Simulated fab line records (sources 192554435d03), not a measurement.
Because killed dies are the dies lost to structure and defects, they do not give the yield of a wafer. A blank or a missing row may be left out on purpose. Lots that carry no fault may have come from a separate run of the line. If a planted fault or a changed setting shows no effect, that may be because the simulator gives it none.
fab line records | flow n5-finfet
[record] lots = 7 | wafers = 21 | last-day = 18
route steps=1938 shown BEOL_M5@1140 PASSIVATION@1936
lots with no fault: from the same line, run without faults
start-h: hours from the record's first day to the start of the lot's first wafer shown | wait-h: hours elapsed since this lot's preceding step | " identical to the entry in the row above | L1.1+2: one row covering several wafers at once | - no value, or no start given | * or withheld: withheld | < > ~ a bound
route shown NAME@n: NAME is a module with steps in the file, n the number in the route of the first one | usual: mean/standard deviation taken from wafers without a fault | same: alike in all rows | chamber/n: place in a boat | sites: the reading at each site | _std_site: their standard deviation | _edge_site: inner sites' mean taken away from outer sites' mean | radius-mm: how far each site lies from the wafer's centre | mask NAME#n: copy n | behind: the last tool/chamber to shape the wafer | hold: why the lot was held/for how many hours/how that ended | device: the n, p or np transistor that did not switch | end of line: the same wafers' tests at the end of the route | a step with no rows: only its recipe | killed: dies that structure and defects cost at the first sort, which is not the same as the wafer's yield | map: a wafer's dies, marking killed ones x, the rest . and places with no die _
set.NAME: setting as actually run; set.NAME@STEP: the setting as run at that earlier step | model.NAME: the simulator's own value behind a step, which no gauge read
a table for each step, a row for each wafer; lots at some steps of the route
services: the hour from which a tool's chamber was out of use, counted from the record's first day as start-h (under 0 if before that day), plus the number of hours and why
[[steps]]
[step N5_BEOL_M5_COAT_66]
[recipe] resist = SiARC | temp-c = 220 | time-s = 60 | spin-rpm = 1500 | resist-thk-nm = 12
[step N5_BEOL_M5_COAT_74]
[recipe] resist = underlayer | temp-c = 205 | time-s = 60 | spin-rpm = 1500 | resist-thk-nm = 5
[step N5_BEOL_M5_COAT_22]
[recipe] resist = CAR-EUV | spin-rpm = 1500 | resist-thk-nm = 30
[step N5_BEOL_M5_EBR_24]
[recipe] solvent = PGMEA | ebr-width-mm = 1.5
[step N5_BEOL_M5_SOFTBAKE_23]
[recipe] temp-c = 110 | time-s = 60 | resist = CAR-EUV
[step N5_BEOL_M5_EXPOSE_25]
[recipe] mask-id = V4 | na = 0.33 | source-shape = quasar | sigma-inner = 0.2 | sigma-outer = 0.6 | polarization = unpolarized | defocus-nm = 10 | dose-mj = 52.75
[step N5_BEOL_M5_PEB_26]
[recipe] peb-temp-c = 100 | peb-time-s = 60 | resist = CAR-EUV
[step N5_BEOL_M5_DEVELOP_27]
[recipe] develop-time-s = 30 | developer = TMAH | resist = CAR-EUV | rinse-liquid = surfactant-rinse | dry = air-spin | dev-temp-c = 23
[step N5_BEOL_M5_CD_MEAS_28]
[recipe] target-cd-nm = 30.6 | landing-energy-ev = 500 | detector = se-inlens | target-cd-y-nm = 20 | polarity = opening
[usual] cd-nm = 30.73/0.25
lot.wafer | tool      | chamber | start-h | wait-h | cd-nm
L256.1    | cd-sem-02 | 0       | 185.10  | -      | 30.23
L256.2    | "         | 0       | "       | "      | 30.20
L256.5    | "         | 0       | "       | "      | 30.64
L257.1    | cd-sem-01 | 0       | 190.10  | -      | 30.31
L257.2    | "         | 0       | "       | "      | 30.38
L257.5    | "         | 0       | "       | "      | 30.14
L258.1    | cd-sem-03 | 0       | 196.50  | -      | 30.65
L258.3    | "         | 0       | "       | "      | 30.85
L258.5    | "         | 0       | "       | "      | 30.29
L259.3    | cd-sem-01 | 0       | 205.92  | -      | 30.61
L259.5    | "         | 0       | "       | "      | 30.94
L259.6    | "         | 0       | "       | "      | 30.67
L264.1    | cd-sem-02 | 0       | 270.05  | -      | 30.90
L264.2    | "         | 0       | "       | "      | 30.82
L264.4    | "         | 0       | "       | "      | 30.90
L272.1    | cd-sem-02 | 0       | 322.30  | -      | 30.65
L272.2    | "         | 0       | "       | "      | 30.60
L272.4    | "         | 0       | "       | "      | 30.84
L275.2    | cd-sem-01 | 0       | 322.48  | -      | 30.95
L275.5    | "         | 0       | "       | "      | 30.54
L275.6    | "         | 0       | "       | "      | 30.76
[step N5_BEOL_M5_OVL_MEAS_29]
[recipe] points-per-wafer = 522
[usual] V4_OVL = -0.6/0.77
lot.wafer | tool       | chamber | start-h | wait-h | V4_OVL[nm]
L256.1    | overlay-02 | 0       | 185.13  | 0.0    | -1.0
L256.2    | "          | 0       | "       | "      | -0.8
L256.5    | "          | 0       | "       | "      | -1.0
L257.1    | overlay-02 | 0       | 190.13  | 0.0    | -0.3
L257.2    | "          | 0       | "       | "      | -0.5
L257.5    | "          | 0       | "       | "      | -0.3
L258.1    | overlay-02 | 0       | 196.53  | 0.0    | -0.4
L258.3    | "          | 0       | "       | "      | -0.2
L258.5    | "          | 0       | "       | "      | -0.4
L259.3    | overlay-02 | 0       | 205.96  | 0.0    | -1.4
L259.5    | "          | 0       | "       | "      | -0.5
L259.6    | "          | 0       | "       | "      | -2.2
L264.1    | overlay-02 | 0       | 270.08  | 0.0    | -0.1
L264.2    | "          | 0       | "       | "      | -0.7
L264.4    | "          | 0       | "       | "      | -1.4
L272.1    | overlay-01 | 0       | 322.33  | 0.0    | 0.0
L272.2    | "          | 0       | "       | "      | 0.7
L272.4    | "          | 0       | "       | "      | 1.0
L275.2    | overlay-01 | 0       | 322.51  | 0.0    | -0.7
L275.5    | "          | 0       | "       | "      | 0.4
L275.6    | "          | 0       | "       | "      | -0.1
[step N5_BEOL_M5_INSPECT_30]
[recipe] mode = adi | inspect-instrument = brightfield
[usual] raw-defect-count = 413/95
lot.wafer | tool              | chamber | start-h | wait-h | raw-defect-count
L256.1    | defect-inspect-02 | -       | 185.19  | 0.1    | 427
L256.2    | "                 | -       | "       | "      | 403
L256.5    | "                 | -       | "       | "      | 417
L257.1    | defect-inspect-01 | -       | 190.18  | 0.1    | 582
L257.2    | "                 | -       | "       | "      | 504
L257.5    | "                 | -       | "       | "      | 564
L258.1    | defect-inspect-01 | -       | 196.58  | 0.1    | 415
L258.3    | "                 | -       | "       | "      | 468
L258.5    | "                 | -       | "       | "      | 359
L259.3    | defect-inspect-02 | -       | 206.01  | 0.0    | 375
L259.5    | "                 | -       | "       | "      | 428
L259.6    | "                 | -       | "       | "      | 400
L264.1    | defect-inspect-02 | -       | 270.14  | 0.1    | 474
L264.2    | "                 | -       | "       | "      | 540
L264.4    | "                 | -       | "       | "      | 442
L272.1    | defect-inspect-02 | -       | 322.39  | 0.1    | 339
L272.2    | "                 | -       | "       | "      | 233
L272.4    | "                 | -       | "       | "      | 367
L275.2    | defect-inspect-01 | -       | 322.57  | 0.0    | 399
L275.5    | "                 | -       | "       | "      | 319
L275.6    | "                 | -       | "       | "      | 368
[step N5_BEOL_M5_DESCUM_33]
[recipe] chemistry = O2 | time-s = 7 | source-power-w = 50 | bias-power-w = 20 | pressure-mtorr = 20 | rf-frequency-hz = 2.712e+07 | temp-c = 40 | resist = CAR-EUV | o2-flow-sccm = 225
[usual] drypump-motor-current-A = 5.8/0.71 | oes-product-au = 0.76/0.06 | rf-vpp-V = 242.8/1.3 | showerhead-plenum-p-Torr = 2.07/0.059 | temp-c = 39.98/0.12 | throttle-valve-pct = 20.34/0.17
lot.wafer | tool        | chamber | start-h | wait-h | drypump-motor-current-A | oes-product-au | rf-hours-counter-h | rf-vpp-V | showerhead-plenum-p-Torr | temp-c | throttle-valve-pct
L256.1    | rie-diel-04 | 2       | 185.40  | 0.2    | 6.5                     | 0.90           | 17                 | 242.7    | 2.07                     | 40.10  | 20.23
L256.2    | "           | 0       | "       | "      | 5.4                     | 0.72           | 191                | 245.8    | 2.17                     | 40.02  | 20.37
L256.5    | "           | 3       | "       | "      | 6.7                     | 0.84           | -                  | 242.7    | 2.04                     | 39.81  | 20.33
L257.1    | rie-diel-01 | 2       | 190.22  | 0.0    | 5.2                     | 0.73           | 163                | 241.9    | 2.07                     | 40.15  | 20.00
L257.2    | "           | 3       | "       | "      | 6.4                     | 0.86           | 44                 | 241.4    | 2.05                     | 40.00  | 20.35
L257.5    | "           | 1       | "       | "      | 4.9                     | 0.71           | -                  | 241.7    | 1.98                     | 40.23  | 20.41
L258.1    | rie-diel-01 | 3       | 196.62  | 0.0    | 6.4                     | 0.85           | 46                 | 242.3    | 2.05                     | 39.94  | 20.35
L258.3    | "           | 1       | "       | "      | 4.9                     | 0.70           | 202                | 241.2    | 1.98                     | 39.73  | 20.40
L258.5    | "           | 1       | "       | "      | 4.9                     | 0.69           | -                  | 240.7    | 1.98                     | 39.90  | 20.40
L259.3    | rie-diel-01 | 2       | 206.90  | 0.9    | 5.2                     | 0.72           | -                  | 245.0    | 2.07                     | 39.68  | 20.02
L259.5    | "           | 2       | "       | "      | 5.2                     | 0.72           | -                  | 241.7    | 2.07                     | 39.76  | 20.02
L259.6    | "           | 2       | "       | "      | 5.2                     | 0.72           | -                  | 242.4    | 2.07                     | 39.97  | 20.01
L264.1    | rie-diel-04 | 3       | 270.27  | 0.1    | 6.8                     | 0.80           | 88                 | 242.8    | 2.03                     | 40.02  | 20.37
L264.2    | "           | 0       | "       | "      | 5.4                     | 0.71           | 214                | 245.2    | 2.16                     | 39.91  | 20.39
L264.4    | "           | 2       | "       | "      | 6.5                     | 0.85           | 42                 | 243.0    | 2.06                     | 40.10  | 20.27
L272.1    | rie-diel-03 | 2       | 322.51  | 0.1    | 6.6                     | 0.73           | 214                | 242.4    | 2.00                     | 40.01  | 20.64
L272.2    | "           | 3       | "       | "      | 6.5                     | 0.69           | 239                | 243.6    | 2.03                     | 39.86  | 20.32
L272.4    | "           | 0       | "       | "      | 6.4                     | 0.77           | 128                | 243.9    | 2.09                     | 39.96  | 20.25
L275.2    | rie-diel-01 | 2       | 322.78  | 0.2    | 5.2                     | 0.69           | 203                | 243.2    | 2.06                     | 39.92  | 20.09
L275.5    | "           | 0       | "       | "      | 5.6                     | 0.76           | -                  | 243.5    | 2.10                     | 39.86  | 20.59
L275.6    | "           | 3       | "       | "      | 6.4                     | 0.81           | -                  | 243.1    | 2.04                     | 39.82  | 20.41
[step N5_BEOL_M5_ETCH_75]
[recipe] chemistry = N2/H2 | target = underlayer | target-depth-a = 65 | mask-material = CAR-EUV | time-s = 5.2 | ion-energy-ev = 200 | pressure-mtorr = 30 | source-w = 840 | bias-w = 150 | n2-flow-sccm = 200 | h2-flow-sccm = 200 | ends = cleared
[usual] bias-w = 150.0/0.43 | chamber-pressure-mTorr = 30.00/0.04 | drypump-motor-current-A = 5.8/0.71 | etch-rf-on-time-s = 5.29/0.13 | n2-flow-sccm = 200.1/0.53 | oes-product-au = 0.64/0.051 | rf-vpp-V = 523.1/2.4 | showerhead-plenum-p-Torr = 2.51/0.076 | throttle-valve-pct = 17.79/0.19
lot.wafer | tool        | chamber | start-h | wait-h | bias-w | chamber-pressure-mTorr | drypump-motor-current-A | etch-rf-on-time-s | n2-flow-sccm | oes-product-au | rf-hours-counter-h | rf-vpp-V | showerhead-plenum-p-Torr | throttle-valve-pct | model.CAR-EUV_of_BEOL_M5_COAT_22.thk-nm
L256.1    | rie-diel-04 | 2       | 185.43  | 0.0    | 149.3  | 30.06                  | 6.5                     | 5.32              | 200.5        | 0.76           | 17                 | 523.4    | 2.48                     | 17.33              | 20.4
L256.2    | "           | 0       | "       | "      | 150.7  | 29.94                  | 5.4                     | 5.29              | 200.2        | 0.61           | 191                | 526.9    | 2.64                     | 17.81              | 20.4
L256.5    | "           | 3       | "       | "      | 150.1  | 30.00                  | 6.8                     | 5.24              | 200.0        | 0.71           | -                  | 521.4    | 2.47                     | 17.76              | 20.6
L257.1    | rie-diel-01 | 2       | 190.25  | 0.0    | -      | -                      | -                       | -                 | -            | -              | -                  | -        | -                        | -                  | 26
L257.2    | "           | 3       | "       | "      | -      | -                      | -                       | -                 | -            | -              | -                  | -        | -                        | -                  | 26
L257.5    | "           | 1       | "       | "      | -      | -                      | -                       | -                 | -            | -              | -                  | -        | -                        | -                  | 26
L258.1    | rie-diel-01 | 3       | 196.65  | 0.0    | -      | -                      | -                       | -                 | -            | -              | -                  | -        | -                        | -                  | 26
L258.3    | "           | 1       | "       | "      | -      | -                      | -                       | -                 | -            | -              | -                  | -        | -                        | -                  | 26
L258.5    | "           | 1       | "       | "      | -      | -                      | -                       | -                 | -            | -              | -                  | -        | -                        | -                  | 26
L259.3    | rie-diel-01 | 2       | 206.99  | 0.1    | -      | -                      | -                       | -                 | -            | -              | -                  | -        | -                        | -                  | 26
L259.5    | "           | 2       | "       | "      | -      | -                      | -                       | -                 | -            | -              | -                  | -        | -                        | -                  | 26
L259.6    | "           | 2       | "       | "      | -      | -                      | -                       | -                 | -            | -              | -                  | -        | -                        | -                  | 26
L264.1    | rie-diel-04 | 3       | 270.30  | 0.0    | 150.7  | 30.02                  | 6.8                     | 5.32              | 199.9        | 0.68           | 88                 | 522.5    | 2.46                     | 17.78              | 20.6
L264.2    | "           | 0       | "       | "      | 150.0  | 30.00                  | 5.4                     | 5.50              | 200.7        | 0.58           | 214                | 526.9    | 2.63                     | 17.84              | 20.4
L264.4    | "           | 2       | "       | "      | 150.0  | 30.02                  | 6.5                     | 5.40              | 199.9        | 0.71           | 42                 | 520.8    | 2.47                     | 17.37              | 20.4
L272.1    | rie-diel-03 | 2       | 322.54  | 0.0    | 149.8  | 29.95                  | 6.6                     | 5.30              | 200.4        | 0.62           | 214                | 521.8    | 2.40                     | 18.00              | 20.4
L272.2    | "           | 3       | "       | "      | 149.4  | 30.02                  | 6.5                     | 5.17              | 200.0        | 0.61           | 239                | 522.6    | 2.51                     | 18.10              | 20.4
L272.4    | "           | 0       | "       | "      | 150.2  | 30.04                  | 6.4                     | 5.63              | 199.9        | 0.64           | 128                | 525.0    | 2.55                     | 17.77              | 20.6
L275.2    | rie-diel-01 | 2       | 322.81  | 0.0    | 150.1  | 29.98                  | 5.2                     | 5.41              | 200.9        | 0.58           | 203                | 522.3    | 2.52                     | 17.67              | 20.4
L275.5    | "           | 0       | "       | "      | 150.4  | 30.10                  | 5.6                     | 5.14              | 200.2        | 0.65           | -                  | 523.8    | 2.54                     | 17.85              | 20.2
L275.6    | "           | 3       | "       | "      | 150.1  | 29.93                  | 6.4                     | 5.32              | 199.9        | 0.69           | -                  | 520.8    | 2.48                     | 17.83              | 20.4
[step N5_BEOL_M5_ETCH_67]
[recipe] chemistry = CF4 | target = SiARC | target-depth-a = 156 | mask-material = CAR-EUV | time-s = 26 | ion-energy-ev = 80 | pressure-mtorr = 40 | source-w = 545 | bias-w = 36 | Ar_flow_sccm = 100 | cf4-flow-sccm = 100 | ends = cleared
[usual] bias-w = 35.98/0.11 | cf4-flow-sccm = 99.93/0.27 | drypump-motor-current-A = 5.8/0.71 | etch-rf-on-time-s = 26.5/0.69 | oes-product-au = 0.64/0.051 | rf-vpp-V = 183.8/1 | showerhead-plenum-p-Torr = 2.12/0.054 | throttle-valve-pct = 15.56/0.18
lot.wafer | tool        | chamber | start-h | wait-h | bias-w | cf4-flow-sccm | drypump-motor-current-A | etch-rf-on-time-s | oes-product-au | rf-hours-counter-h | rf-vpp-V | showerhead-plenum-p-Torr | throttle-valve-pct | model.CAR-EUV_of_BEOL_M5_COAT_22.thk-nm
L256.1    | rie-diel-04 | 2       | 185.45  | 0.0    | 35.91  | 99.75         | 6.5                     | 26.6              | 0.76           | 17                 | 184.2    | 2.09                     | 15.20              | 11.2
L256.2    | "           | 0       | "       | "      | 36.01  | 100.07        | 5.4                     | 26.9              | 0.61           | 191                | 184.4    | 2.20                     | 15.51              | 11.2
L256.5    | "           | 3       | "       | "      | 35.90  | 99.85         | 6.7                     | 26.5              | 0.71           | -                  | 182.8    | 2.10                     | 15.51              | 11.4
L257.1    | rie-diel-01 | 2       | 190.27  | 0.0    | 35.95  | 99.71         | 5.2                     | 26.7              | 0.60           | 163                | 184.6    | 2.15                     | 15.39              | 17
L257.2    | "           | 3       | "       | "      | 35.79  | 100.24        | 6.4                     | 26.1              | 0.74           | 44                 | 183.5    | 2.11                     | 15.52              | 16.8
L257.5    | "           | 1       | "       | "      | 36.05  | 99.92         | 4.9                     | 26.8              | 0.59           | -                  | 182.2    | 2.04                     | 15.69              | 16.8
L258.1    | rie-diel-01 | 3       | 196.67  | 0.0    | 35.97  | 100.07        | 6.4                     | 26.5              | 0.73           | 46                 | 182.9    | 2.11                     | 15.54              | 16.8
L258.3    | "           | 1       | "       | "      | 35.88  | 100.10        | 4.9                     | 26.7              | 0.60           | 202                | 182.3    | 2.04                     | 15.68              | 16.8
L258.5    | "           | 1       | "       | "      | 36.08  | 99.77         | 4.9                     | 26.9              | 0.59           | -                  | 182.5    | 2.04                     | 15.71              | 16.8
L259.3    | rie-diel-01 | 2       | 207.05  | 0.1    | 35.96  | 99.81         | 5.2                     | 26.6              | 0.61           | -                  | 184.6    | 2.14                     | 15.41              | 16.8
L259.5    | "           | 2       | "       | "      | 36.00  | 99.50         | 5.2                     | 26.6              | 0.61           | -                  | 184.0    | 2.14                     | 15.41              | 16.8
L259.6    | "           | 2       | "       | "      | 36.02  | 99.78         | 5.2                     | 26.8              | 0.60           | -                  | 183.6    | 2.14                     | 15.42              | 16.8
L264.1    | rie-diel-04 | 3       | 270.32  | 0.0    | 36.04  | 99.73         | 6.8                     | 26.6              | 0.68           | 88                 | 183.6    | 2.09                     | 15.56              | 11.4
L264.2    | "           | 0       | "       | "      | 35.73  | 99.96         | 5.4                     | 26.6              | 0.59           | 214                | 183.2    | 2.19                     | 15.56              | 11.2
L264.4    | "           | 2       | "       | "      | 35.92  | 99.99         | 6.5                     | 27.1              | 0.71           | 42                 | 182.6    | 2.08                     | 15.24              | 11.2
L272.1    | rie-diel-03 | 2       | 322.56  | 0.0    | 36.19  | 99.79         | 6.6                     | 26.1              | 0.62           | 214                | 182.4    | 2.04                     | 15.76              | 11.2
L272.2    | "           | 3       | "       | "      | 35.84  | 99.49         | 6.4                     | 25.7              | 0.61           | 239                | 183.6    | 2.10                     | 15.72              | 11.2
L272.4    | "           | 0       | "       | "      | 36.06  | 99.42         | 6.4                     | 27.3              | 0.65           | 128                | 182.4    | 2.14                     | 15.44              | 11.2
L275.2    | rie-diel-01 | 2       | 322.83  | 0.0    | 35.97  | 100.07        | 5.2                     | 27.3              | 0.59           | 203                | 184.0    | 2.13                     | 15.46              | 11.2
L275.5    | "           | 0       | "       | "      | 36.00  | 99.44         | 5.6                     | 25.8              | 0.65           | -                  | 183.6    | 2.16                     | 15.84              | 11
L275.6    | "           | 3       | "       | "      | 35.97  | 100.22        | 6.4                     | 26.5              | 0.70           | -                  | 183.1    | 2.10                     | 15.59              | 11.2
[step N5_BEOL_M5_ETCH_68]
[recipe] chemistry = N2/H2 | target = SOC | target-depth-a = 800 | overetch-a = 160 | mask-material = SiARC | temp-c = 40 | time-s = 120 | ion-energy-ev = 200 | pressure-mtorr = 30 | source-w = 840 | bias-w = 150 | n2-flow-sccm = 200 | h2-flow-sccm = 200
[usual] bias-w = 150.0/0.45 | chamber-pressure-mTorr = 30.002/0.026 | drypump-motor-current-A = 5.8/0.71 | n2-flow-sccm = 200.0/0.62 | oes-product-au = 0.58/0.044 | rf-vpp-V = 523.1/2.2 | showerhead-plenum-p-Torr = 2.51/0.076 | temp-c = 40.00/0.11 | throttle-valve-pct = 17.75/0.19
lot.wafer | tool        | chamber | start-h | wait-h | bias-w | chamber-pressure-mTorr | drypump-motor-current-A | n2-flow-sccm | oes-product-au | rf-hours-counter-h | rf-vpp-V | showerhead-plenum-p-Torr | temp-c | throttle-valve-pct
L256.1    | rie-diel-04 | 2       | 185.48  | 0.0    | 150.1  | 30.021                 | 6.5                     | 199.4        | 0.68           | 17                 | 523.1    | 2.48                     | 40.03  | 17.31
L256.2    | "           | 0       | "       | "      | 150.7  | 30.003                 | 5.4                     | 199.8        | 0.55           | 191                | 525.5    | 2.64                     | 40.00  | 17.76
L256.5    | "           | 3       | "       | "      | 149.7  | 29.993                 | 6.8                     | 200.7        | 0.64           | -                  | 521.7    | 2.47                     | 39.93  | 17.70
L257.1    | rie-diel-01 | 2       | 190.30  | 0.0    | 149.0  | 30.012                 | 5.2                     | 199.3        | 0.56           | 163                | 523.3    | 2.54                     | 39.94  | 17.57
L257.2    | "           | 3       | "       | "      | 149.8  | 29.985                 | 6.4                     | 200.8        | 0.66           | 44                 | 521.8    | 2.49                     | 39.97  | 17.70
L257.5    | "           | 1       | "       | "      | 150.1  | 29.994                 | 4.9                     | 199.7        | 0.55           | -                  | 520.7    | 2.41                     | 39.95  | 17.88
L258.1    | rie-diel-01 | 3       | 196.70  | 0.0    | 149.8  | 30.001                 | 6.5                     | 199.2        | 0.66           | 46                 | 524.3    | 2.49                     | 39.96  | 17.71
L258.3    | "           | 1       | "       | "      | 149.3  | 29.989                 | 4.9                     | 200.7        | 0.54           | 202                | 521.1    | 2.40                     | 39.94  | 17.89
L258.5    | "           | 1       | "       | "      | 149.1  | 29.978                 | 4.9                     | 199.6        | 0.54           | -                  | 521.1    | 2.40                     | 39.74  | 17.88
L259.3    | rie-diel-01 | 2       | 207.19  | 0.1    | 150.1  | 29.983                 | 5.2                     | 199.2        | 0.56           | -                  | 525.2    | 2.54                     | 39.98  | 17.58
L259.5    | "           | 2       | "       | "      | 150.3  | 29.955                 | 5.2                     | 199.1        | 0.55           | -                  | 524.7    | 2.53                     | 40.05  | 17.56
L259.6    | "           | 2       | "       | "      | 149.8  | 29.981                 | 5.2                     | 199.8        | 0.55           | -                  | 523.0    | 2.53                     | 39.93  | 17.56
L264.1    | rie-diel-04 | 3       | 270.35  | 0.0    | 150.5  | 30.034                 | 6.8                     | 199.8        | 0.62           | 88                 | 521.9    | 2.46                     | 40.07  | 17.77
L264.2    | "           | 0       | "       | "      | 149.6  | 29.983                 | 5.4                     | 200.7        | 0.54           | 214                | 526.3    | 2.63                     | 39.83  | 17.80
L264.4    | "           | 2       | "       | "      | 150.2  | 30.015                 | 6.5                     | 199.4        | 0.65           | 42                 | 522.7    | 2.47                     | 40.09  | 17.34
L272.1    | rie-diel-03 | 2       | 322.59  | 0.0    | 150.0  | 29.995                 | 6.6                     | 200.2        | 0.56           | 214                | 519.3    | 2.40                     | 39.95  | 17.96
L272.2    | "           | 3       | "       | "      | 149.8  | 29.986                 | 6.5                     | 199.9        | 0.54           | 239                | 523.7    | 2.51                     | 40.09  | 18.04
L272.4    | "           | 0       | "       | "      | 148.6  | 30.009                 | 6.4                     | 200.8        | 0.59           | 128                | 523.7    | 2.55                     | 40.15  | 17.73
L275.2    | rie-diel-01 | 2       | 322.86  | 0.0    | 150.1  | 29.994                 | 5.2                     | 199.2        | 0.53           | 203                | 521.9    | 2.52                     | 39.92  | 17.63
L275.5    | "           | 0       | "       | "      | 150.5  | 29.944                 | 5.6                     | 200.6        | 0.58           | -                  | 525.3    | 2.54                     | 39.82  | 17.84
L275.6    | "           | 3       | "       | "      | 149.6  | 29.989                 | 6.4                     | 199.8        | 0.63           | -                  | 523.4    | 2.48                     | 39.89  | 17.78
[step N5_PASSIVATION_PROBE_49]
[usual] defect-limited-yield = 91.4/1.5 | killed_at_M0_to_M3 = 33/11 | killed_at_M4_up = 14/5.3 | killed-at-contacts = 13/6.2 | killed-at-front-end = 39/13 | killed-at-other = 3.1/2.8 | killed-dies = 102/17 | killed-open = 68/13 | killed-short = 32/7.8 | sort_bin_5_function = 5.1/0.95 | sort_bin_6_memory = 3.2/0.7 | sort_bin_8_speed = 0.02/0.16 | sort-n-pass = 1078/18 | sort-yield-pct = 91.3/1.5
[same] gross-dies = 1180 | killed-at-back-side = 0 | sort_bin_4_leakage[%] = 0
lot.wafer | tool      | chamber | start-h | wait-h | defect-limited-yield[%] | killed_at_M0_to_M3 | killed_at_M4_up | killed-at-contacts | killed-at-front-end | killed-at-other | killed-dies | killed-open | killed-short | sort_bin_5_function[%] | sort_bin_6_memory[%] | sort_bin_8_speed[%] | sort-n-pass | sort-yield-pct[%]
L257.1    | prober-02 | -       | 285.02  | 0.0    | 89.7                    | 50                 | 17              | 7                  | 46                  | 1               | 121         | 87          | 25           | 5.6                    | 3.8                  | 0                   | 1059        | 89.7
L257.2    | prober-02 | -       | 285.07  | 0.1    | 91.1                    | 40                 | 20              | 10                 | 33                  | 2               | 105         | 82          | 23           | 4.9                    | 3.6                  | 0                   | 1075        | 91.1
L257.5    | prober-02 | -       | 285.22  | 0.2    | 93.4                    | 25                 | 15              | 8                  | 27                  | 3               | 78          | 58          | 19           | 3.8                    | 2.7                  | 0                   | 1102        | 93.4
L275.2    | prober-01 | -       | 427.42  | 0.1    | 91.9                    | 22                 | 14              | 10                 | 48                  | 1               | 95          | 75          | 20           | 5.4                    | 2.5                  | 0                   | 1085        | 91.9
L275.5    | prober-01 | -       | 427.57  | 0.2    | 94.6                    | 20                 | 6               | 5                  | 29                  | 4               | 64          | 37          | 27           | 3.4                    | 1.9                  | 0                   | 1116        | 94.6
L275.6    | prober-01 | -       | 427.62  | 0.3    | 93.3                    | 21                 | 10              | 16                 | 29                  | 3               | 79          | 60          | 18           | 4.1                    | 2.5                  | 0                   | 1101        | 93.3
// killed by level:class
L257.1 BEOL_M3:geometric-particle:open=18 FIN_SAQP:geometric-particle:open=12 BEOL_M2:geometric-particle:open=8 BEOL_M4:geometric-particle:open=8 HKMG_FIN:area-etch=8 STI_FIN_REVEAL:geometric-particle:open=7 MOL_CONTACT_COAG:geometric-particle:open=6 BEOL_M1:geometric-particle:open=6
L257.2 BEOL_M3:geometric-particle:open=14 BEOL_M4:geometric-particle:open=14 FIN_SAQP:geometric-particle:short=9 BEOL_M0_SAQP:geometric-particle:open=9 FIN_SAQP:geometric-particle:open=7 BEOL_M1:geometric-particle:open=7 MOL_CONTACT_COAG:geometric-particle:open=7 STI_FIN_REVEAL:geometric-particle:open=5
L257.5 STI_FIN_REVEAL:geometric-particle:open=8 MOL_CONTACT_COAG:geometric-particle:open=8 BEOL_M4:geometric-particle:open=8 BEOL_M2:geometric-particle:open=5 BEOL_M3:geometric-particle:open=5 BEOL_M0_SAQP:geometric-particle:open=4 FIN_SAQP:geometric-particle:short=3 DUMMY_GATE:geometric-particle:open=3
L275.2 FIN_SAQP:geometric-particle:open=24 MOL_CONTACT_COAG:geometric-particle:open=8 STI_FIN_REVEAL:geometric-particle:open=6 BEOL_M0_SAQP:geometric-particle:short=6 BEOL_M2:geometric-particle:open=6 FIN_SAQP:geometric-particle:short=4 BEOL_M0:geometric-particle:open=4 DUMMY_GATE:geometric-particle:open=3
L275.5 FIN_SAQP:geometric-particle:short=7 BEOL_M3:geometric-particle:open=7 FIN_SAQP:geometric-particle:open=4 GATE_CUT:geometric-particle:short=4 MOL_CONTACT_COAG:geometric-particle:open=4 BEOL_M2:geometric-particle:open=4 DUMMY_GATE:geometric-particle:open=3 GATE_CUT:geometric-particle:open=3
L275.6 MOL_CONTACT_COAG:geometric-particle:open=15 BEOL_M2:geometric-particle:open=8 FIN_SAQP:geometric-particle:short=7 FIN_SAQP:geometric-particle:open=5 GATE_CUT:geometric-particle:open=4 BEOL_M0_SAQP:geometric-particle:short=4 BEOL_M1:geometric-particle:open=4 BEOL_M4:geometric-particle:open=4
[[services]]
tool        | chamber | start-h | hours | kind
rie-diel-04 | 0       | 164.51  | 10.8  | repair
rie-diel-01 | 0       | 192.03  | 15.2  | repair
rie-diel-01 | 3       | 199.51  | 13.7  | repair
rie-diel-01 | 1       | 203.97  | 4.9   | repair
rie-diel-01 | 3       | 233.71  | 4.6   | repair
rie-diel-03 | -       | 247.81  | 0.9   | repair
rie-diel-03 | 1       | 292.57  | 11.4  | repair
rie-diel-04 | -       | 307.34  | 1.1   | repair
[[key]]
[first-sign] step = N5_BEOL_M5_ETCH_75 | reading = tool-record | direction = missing
effect none on later readings
[model-effect] step = N5_BEOL_M5_ETCH_75 | value = CAR-EUV_of_BEOL_M5_COAT_22.thk-nm | without = 20.31 | struck = 26
[model-effect] step = N5_BEOL_M5_ETCH_67 | value = CAR-EUV_of_BEOL_M5_COAT_22.thk-nm | without = 11.11 | struck = 16.82
met-at N5_BEOL_M5_ETCH_75
struck-wafers L257.1,L257.2,L257.5,L258.1,L258.3,L258.5,L259.3,L259.5,L259.6
[fault] kind = skipped-step-whole | tool = rie-diel-01 | chamber = - | onset-h = 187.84 | steps = N5_BEOL_M5_ETCH_75 | scope = struck-lots-only
